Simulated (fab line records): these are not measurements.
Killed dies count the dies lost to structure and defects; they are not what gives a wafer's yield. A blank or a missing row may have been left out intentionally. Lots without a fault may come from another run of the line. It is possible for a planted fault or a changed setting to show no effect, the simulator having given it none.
Chamber matching    flow n5Finfet    3 sister chambers for N5_BEOL_M10_DEP_56 on pecvd-04
The step deposits SiCN from 3MS/NH3, target thk 15 nm, time 26.5 s. 3 wafers are shown with their chamber, then 7 later ones without.

## WAFERS WITH THEIR CHAMBER
wafer   chamber  throttleValvePct (%)
L088.4  1        8.8
L091.1  0        9.3
L091.2  2        8.6

## WAFERS WITHOUT THEIR CHAMBER
wafer   throttleValvePct (%)
L091.4  8.9
L095.1  8.6
L095.3  8.7
L095.6  8.7
L096.1  8.8
L096.3  8.7
L096.4  9.0

## THE CHAMBER EACH PASSED THROUGH
wafer   from the rows above           in truth
L091.4  can't be placed: 1 or 2       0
L095.1  can't be placed: 2 or 1       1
L095.3  can't be placed: 2 or 1       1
L095.6  can't be placed: 2 or 1       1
L096.1  can't be placed: 1 or 2       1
L096.3  can't be placed: 2 or 1       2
L096.4  can't be placed: 1 or 0 or 2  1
Correct placement for 0 of the 7. Unplaceable from these rows: 7, with the true chamber sitting among the candidates in 6. Number placed wrongly: 0.
How it was worked out, from the rows above alone: a wafer's distance from a chamber is the root of the sum, over the readings, of the square of ((its reading less the chamber's mean) divided by the reading's scatter). The wafer belongs to the nearest chamber; if the next one is less than 2 further off, it can't be placed. For every chamber, the mean is computed from those of its wafers that are shown. The scatter: with one shown wafer a chamber, the root of the mean of the squares of how far each hidden wafer lies from its nearest shown one.
